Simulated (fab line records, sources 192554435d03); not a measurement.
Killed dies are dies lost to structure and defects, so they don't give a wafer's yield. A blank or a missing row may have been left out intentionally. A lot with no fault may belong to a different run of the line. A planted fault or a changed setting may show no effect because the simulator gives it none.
What tool caused it? | flow n5_finfet | 8 lots with 24 wafers sampled at 7 steps, on a route of 1938 steps

## WHAT THE GAUGES SHOWED, per wafer
N5_SD_EPI_N_EPI_MEAS_23.
lot  | measured    | on            | thk_nm (nm)
L235 | day 4 02:00 | film_metro-02 | 59.1 60.1 59.5
L236 | day 4 05:06 | film_metro-02 | 57.8 59.1 61.2
L240 | day 5 04:57 | film_metro-02 | 60.3 59.6 59.3
L243 | day 6 00:36 | film_metro-01 | 60.7 60.0 59.1
L244 | day 6 10:20 | film_metro-01 | 57.9 58.7 57.1
L247 | day 7 10:17 | film_metro-02 | 59.1 59.0 58.3
L250 | day 7 16:55 | film_metro-02 | 57.8 49.3 59.0
L251 | day 7 21:20 | film_metro-01 | 47.7 57.6 45.8

N5_SD_ACTIVATION_RS_MEAS_03: a four-point-probe measurement.
lot  | measured    | on            | RS_SD_N (ohm/sq) | RS_SD_P (ohm/sq)
L235 | day 4 07:16 | film_metro-02 | 21.7 21.6 21.9   | 57.0 56.9 56.8
L236 | day 4 10:19 | film_metro-02 | 22.0 22.0 21.9   | 56.1 55.9 56.4
L240 | day 5 10:02 | film_metro-02 | 21.4 21.6 21.5   | 57.0 57.0 56.6
L243 | day 6 06:05 | film_metro-02 | 21.4 21.5 21.2   | 55.6 55.0 55.4
L244 | day 6 17:23 | film_metro-02 | 22.5 22.2 22.0   | 56.4 56.3 56.6
L247 | day 7 15:37 | film_metro-01 | 22.2 22.2 22.0   | 55.7 56.5 56.4
L250 | day 7 23:02 | film_metro-02 | 22.1 26.7 21.7   | 57.1 55.9 57.6
L251 | day 8 04:03 | film_metro-01 | 27.4 22.2 27.4   | 56.5 55.7 54.5

N5_BEOL_M4_RC_MEAS_101.
lot  | measured     | on        | DIBL_N (mV/V)  | DIBL_P (mV/V)  | IOFF_N (nA/um)    | IOFF_P (nA/um)    | ION_N (uA/um) | ION_P (uA/um) | REXT_N (ohm.um) | RS_SD_N (ohm/sq) | SS_N (mV/dec)  | SS_P (mV/dec)  | VT_N (mV)         | VT_P (mV)
L235 | day 9 04:06  | prober-02 | 35.5 36.6 34.2 | 37.1 38.6 34.9 | 0.148 0.168 0.125 | 0.205 0.224 0.172 | 671 675 659   | 465 460 456   | 76.4 76.6 76.9  | 27.8 27.9 28.1   | 71.2 71.8 70.9 | 73.5 73.5 72.6 | 253.1 249.6 253.6 | -252 -252 -254
L236 | day 9 19:38  | prober-02 | 38.0 37.2 37.7 | 38.5 37.4 38.7 | 0.187 0.190 0.194 | 0.234 0.208 0.236 | 682 691 687   | 462 466 461   | 69.6 69.0 70.3  | 28.6 28.5 28.6   | 72.1 72.5 72.0 | 74.0 72.4 73.9 | 247.6 245.4 246.8 | -249 -251 -251
L240 | day 9 22:42  | prober-01 | 33.8 36.2 35.3 | 32.7 35.5 34.8 | 0.120 0.155 0.140 | 0.196 0.244 0.230 | 666 671 676   | 468 464 472   | 76.7 77.7 76.6  | 27.8 27.9 27.8   | 71.6 71.3 71.5 | 72.4 73.1 72.8 | 251.9 249.2 250.8 | -247 -247 -248
L243 | day 10 15:59 | prober-02 | 35.2 36.1 38.4 | 36.0 36.6 39.9 | 0.148 0.172 0.212 | 0.232 0.246 0.302 | 675 668 682   | 468 468 472   | 74.1 74.8 74.5  | 28.1 27.8 27.9   | 70.5 71.4 71.5 | 72.0 72.3 73.9 | 250.1 247.9 244.5 | -248 -247 -244
L244 | day 11 08:19 | prober-02 | 35.3 36.1 35.1 | 34.8 35.7 34.3 | 0.152 0.169 0.143 | 0.225 0.241 0.211 | 682 677 679   | 475 469 467   | 73.9 74.1 73.4  | 29.1 28.7 29.0   | 71.4 71.4 71.5 | 72.7 73.3 72.6 | 248.2 247.0 249.3 | -247 -247 -250
L247 | day 12 15:24 | prober-01 | 38.6 38.1 38.4 | 37.1 36.5 36.5 | 0.181 0.173 0.177 | 0.226 0.205 0.205 | 682 678 665   | 462 456 450   | 76.9 76.3 77.1  | 28.5 28.7 28.8   | 72.3 72.3 71.2 | 73.7 73.7 73.2 | 246.5 248.6 249.0 | -251 -253 -254
L250 | day 12 19:00 | prober-01 | 37.9 38.8 39.1 | 38.8 39.5 39.8 | 0.177 0.181 0.197 | 0.227 0.243 0.247 | 684 671 685   | 464 465 468   | 73.9 80.4 74.0  | 28.4 35.3 28.2   | 71.6 71.8 71.8 | 73.8 74.3 74.1 | 247.7 249.0 247.4 | -250 -249 -246
L251 | day 12 21:46 | prober-02 | 37.6 37.7 38.7 | 37.0 38.1 38.3 | 0.170 0.195 0.196 | 0.219 0.232 0.244 | 671 694 671   | 461 469 465   | 82.5 75.3 81.7  | 35.3 29.0 35.3   | 71.7 71.5 71.7 | 73.5 73.2 73.7 | 251.0 247.1 248.0 | -250 -251 -250

## WHAT TOOL EACH LOT RAN ON (gives the tool, then ch and the chambers of the sampled wafers, and finally the start)
lot  | N5_DUMMY_GATE_TRIM_49           | N5_DUMMY_GATE_STRIP_41            | N5_SD_EPI_N_ETCHBACK_44           | N5_SD_EPI_N_EPI_21
L235 | rie_si-06 ch 2,3, day 3 18:38   | rie_diel-03 ch 0,1,2, day 3 18:54 | rie_diel-01 ch 2,3, day 3 22:16   | epi_rpcvd-01 ch 0, day 4 00:49
L236 | rie_si-06 ch 1,2,3, day 3 23:32 | rie_diel-03 ch 0,1,3, day 3 23:56 | rie_diel-02 ch 1,2,3, day 4 02:07 | epi_rpcvd-02 ch 0, day 4 04:13
L240 | rie_si-06 ch 1,2, day 4 23:35   | rie_diel-04 ch 0,1,3, day 4 23:50 | rie_diel-02 ch 0,3, day 5 01:59   | epi_rpcvd-02 ch 0, day 5 03:14
L243 | rie_si-02 ch 0,1,3, day 5 18:12 | rie_diel-06 ch 0,1,2, day 5 18:26 | rie_diel-05 ch 0,1,3, day 5 20:52 | epi_rpcvd-04 ch 0, day 5 22:19
L244 | rie_si-06 ch 0,2, day 6 05:01   | rie_diel-06 ch 0,2,3, day 6 05:16 | rie_diel-02 ch 2,3, day 6 07:20   | epi_rpcvd-01 ch 0, day 6 09:10
L247 | rie_si-05 ch 0,1,2, day 7 04:02 | rie_diel-06 ch 0,1,2, day 7 04:22 | rie_diel-05 ch 1,2,3, day 7 06:34 | epi_rpcvd-04 ch 0, day 7 08:23
L250 | rie_si-05 ch 0,2,3, day 7 11:23 | rie_diel-03 ch 0,1, day 7 11:42   | rie_diel-01 ch 0,1,3, day 7 13:56 | epi_rpcvd-01 ch 0, day 7 15:45
L251 | rie_si-05 ch 0,2,3, day 7 15:51 | rie_diel-06 ch 0,1,2, day 7 16:07 | rie_diel-01 ch 0,1,2, day 7 18:19 | epi_rpcvd-01 ch 0, day 7 19:35
- N5_DUMMY_GATE_TRIM_49: chemistry O2, time 29 s, target cd 14 nm.
- N5_DUMMY_GATE_STRIP_41: strips in O2.
- N5_SD_EPI_N_ETCHBACK_44: etches SiNx in CH3F/O2, stops on SiO2, target depth 14.5 nm.
- N5_SD_EPI_N_EPI_21: deposits Si:P, time 690 s.

## AS READ BY THE TOOLS THEMSELVES (means over the sampled wafers that have a number; for cases with no such wafer, the mark the record gives instead)
N5_DUMMY_GATE_TRIM_49.
lot  | tool      | drypump_motor_current_A (A) | oes_product_au (a.u.) | throttle_valve_pct (%)
L235 | rie_si-06 | 5.8                         | 1.006                 | 8.20
L236 | rie_si-06 | 5.9                         | 1.018                 | 8.16
L240 | rie_si-06 | 5.7                         | 1.027                 | 8.24
L243 | rie_si-02 | 5.5                         | 0.997                 | 8.10
L244 | rie_si-06 | 5.7                         | 0.988                 | 8.20
L247 | rie_si-05 | 6.1                         | 1.002                 | 8.33
L250 | rie_si-05 | 5.9                         | 0.998                 | 8.22
L251 | rie_si-05 | 5.8                         | 0.991                 | 8.21

N5_DUMMY_GATE_STRIP_41.
lot  | tool        | drypump_motor_current_A (A) | oes_product_au (a.u.) | rf_vpp_V (V) | showerhead_plenum_p_Torr (Torr) | throttle_valve_pct (%)
L235 | rie_diel-03 | 6.0                         | 0.81                  | 3.6          | 2.10                            | 16.6
L236 | rie_diel-03 | 6.0                         | 0.84                  | 3.9          | 2.15                            | 16.5
L240 | rie_diel-04 | 5.8                         | 0.73                  | 4.2          | 2.12                            | 16.8
L243 | rie_diel-06 | 5.6                         | 0.76                  | 3.9          | 2.13                            | 16.9
L244 | rie_diel-06 | 5.6                         | 0.74                  | 3.7          | 2.15                            | 16.8
L247 | rie_diel-06 | 5.6                         | 0.74                  | 4.2          | 2.12                            | 16.9
L250 | rie_diel-03 | 5.8                         | 0.85                  | 3.0          | 2.09                            | 16.4
L251 | rie_diel-06 | 5.6                         | 0.75                  | 3.5          | 2.12                            | 16.9

N5_SD_EPI_N_ETCHBACK_44.
lot  | tool        | drypump_motor_current_A (A) | mfc_ar_sccm (sccm) | oes_product_au (a.u.) | rf_vpp_V (V) | showerhead_plenum_p_Torr (Torr) | throttle_valve_pct (%)
L235 | rie_diel-01 | 5.4                         | 149.8              | 0.62                  | 295.5        | 1.985                           | 16.66
L236 | rie_diel-02 | 6.1                         | 150.1              | 0.66                  | 297.3        | 2.016                           | 16.34
L240 | rie_diel-02 | 5.7                         | 149.8              | 0.69                  | 297.2        | 1.970                           | 16.29
L243 | rie_diel-05 | 5.6                         | 150.3              | 0.61                  | 296.8        | 1.979                           | 16.51
L244 | rie_diel-02 | 6.0                         | 150.2              | 0.66                  | 295.4        | 2.009                           | 16.59
L247 | rie_diel-05 | 5.6                         | 149.8              | 0.61                  | 298.3        | 1.954                           | 16.54
L250 | rie_diel-01 | 5.7                         | 150.1              | 0.66                  | 299.0        | 1.970                           | 16.30
L251 | rie_diel-01 | 6.0                         | 150.3              | 0.73                  | 296.8        | 1.963                           | 16.23

## THE ANSWER, worked out from the rows above alone
Rule: the lots themselves supply what counts as usual. The widest of any qualifying gaps counts: lots, ordered by their means at a reading, are off when they make up no more than a third of the lots, leave a main group of 4 or more, and stand apart from it by 3 or more times the standard deviation of that group's means. A main group whose means are all the same, to the digits that the tables above print for the reading, isn't used. A lot without any number at a reading at which 4 lots or more have one is off too. The other lots that the step has rows for count as sound. After the gauges, taken in route order, come the tools' own readings; for these a lot's mean is taken, as printed above. The first step at which some lot is off is used, and at that step the reading that is off furthest; a lot without a number counts as furthest.
Off: L250, L251, at N5_SD_EPI_N_EPI_MEAS_23 (thk_nm). For the main group the mean is 59.2 nm and the standard deviation 0.69.
If a tool, at a process step before that reading, ran all the lots that are off and no sound lot after the first of them, it fits. The gauges at N5_SD_EPI_N_EPI_MEAS_23 aren't tried: what is off there is off at N5_BEOL_M4_RC_MEAS_101 too, on other tools, and a gauge's error can't cause that. Can't be told from this: 3 tools fit, rie_si-05 at N5_DUMMY_GATE_TRIM_49, rie_diel-01 at N5_SD_EPI_N_ETCHBACK_44, epi_rpcvd-01 at N5_SD_EPI_N_EPI_21.

## WHAT HAD BEEN PUT IN BY THE SIMULATOR
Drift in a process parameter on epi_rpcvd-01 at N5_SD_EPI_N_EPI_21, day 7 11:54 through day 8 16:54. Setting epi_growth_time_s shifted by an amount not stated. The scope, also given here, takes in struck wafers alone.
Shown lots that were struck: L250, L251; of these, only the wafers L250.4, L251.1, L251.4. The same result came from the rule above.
